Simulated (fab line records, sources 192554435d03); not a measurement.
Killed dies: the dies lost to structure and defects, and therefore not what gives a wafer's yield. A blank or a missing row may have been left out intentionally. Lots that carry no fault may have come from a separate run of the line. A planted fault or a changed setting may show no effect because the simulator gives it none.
Split-lot experiment -- flow n5-finfet -- 21 wafers read across 7 lots, on a route 1938 steps long

THE SPLIT ITSELF
At N5_MIM_BOT_ETCH_ETCH_04 (etches SiNx in CF4/O2, target depth 26 nm, time 13 s), the setting time-s was moved away from the recipe's 13 s on 3 of the 21 wafers read, by -18.8% to +12.6%. For the rest of the wafers, this setting stayed at what the recipe calls for.

The split's own step is where the reading is taken.

THE READING
etch.depth-nm (the simulator's own value, which no gauge read), in nm, at N5_MIM_BOT_ETCH_ETCH_04 (etches SiNx in CF4/O2, target depth 26 nm, time 13 s). The file does not state a usual value for it. The 18 wafers here that ran the recipe average 26.39 nm, standard deviation 0.79 nm.

wafer,"tool, chamber at the split","time-s as run, s",against the recipe,"etch.depth-nm, nm",against lot-mates on the recipe
L078.3,"rie-diel-02, 1",13,recipe,26.09,-
L078.4,"rie-diel-02, 0",13,recipe,26.58,-
L078.5,"rie-diel-02, 3",14.64,+12.6%,29.55,+3.21
L077.1,"rie-diel-03, 1",13,recipe,25.21,-
L077.5,"rie-diel-03, 3",10.56,-18.8%,21.26,-4.68
L077.6,"rie-diel-03, 2",13,recipe,26.66,-
L076.2,"rie-diel-04, 0",13,recipe,27.66,-
L076.5,"rie-diel-04, 3",13,recipe,25.16,-
L076.6,"rie-diel-04, 0",13,recipe,27.75,-
L086.3,"rie-diel-02, 0",13,recipe,26.43,-
L086.4,"rie-diel-02, 2",13,recipe,26.02,-
L086.6,"rie-diel-02, 0",13,recipe,26.05,-
L087.3,"rie-diel-02, 0",13,recipe,26.46,-
L087.5,"rie-diel-02, 1",13,recipe,25.94,-
L087.6,"rie-diel-02, 0",13,recipe,26.48,-
L089.2,"rie-diel-03, 3",11.04,-15.1%,21.78,-5.02
L089.4,"rie-diel-03, 0",13,recipe,26.88,-
L089.6,"rie-diel-03, 0",13,recipe,26.73,-
L096.2,"rie-diel-03, 0",13,recipe,27.03,-
L096.5,"rie-diel-03, 1",13,recipe,24.77,-
L096.6,"rie-diel-03, 0",13,recipe,27.21,-

FIT RESULTS
A straight line over all 21 wafers: etch.depth-nm changes by +0.278 nm for each +1% of time-s; r = +0.91; the points scatter about the line by 0.77 nm.
The same after taking each lot's own level away (the mean of its wafers on the recipe; 21 wafers): +0.275 nm for each +1%; r = +0.92; scatter 0.75 nm.
The reading moves by 5.2 nm for the largest change in time-s, on that fit.
Measured against the standard deviation above, the lots' own levels, which go from 25.935 to 26.857 nm, span 1.2 times it.
The two slopes agree, so the slope changes little with the lot-to-lot level.
Check: with one of the wafers moved furthest among these (-18.8%) left out of the fit, the line predicts -5.7 nm for it against its lot-mates. It came out at -4.68 nm against them.

THE OTHER SPLITS THESE WAFERS WENT THROUGH
Other splits were also applied to these wafers ahead of the reading. Each is held against what the fit with the lots' levels taken away leaves over:
other split on the same wafers,wafers away from the commonest value,r with etch.depth-nm (lot level and that fit taken away)
N5_BEOL_M15_COAT_04 spin-rpm,3,+0.10

THE FILE'S OWN FIT
etch.depth-nm changes by +0.276 nm for each +1% of time-s, r = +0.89.
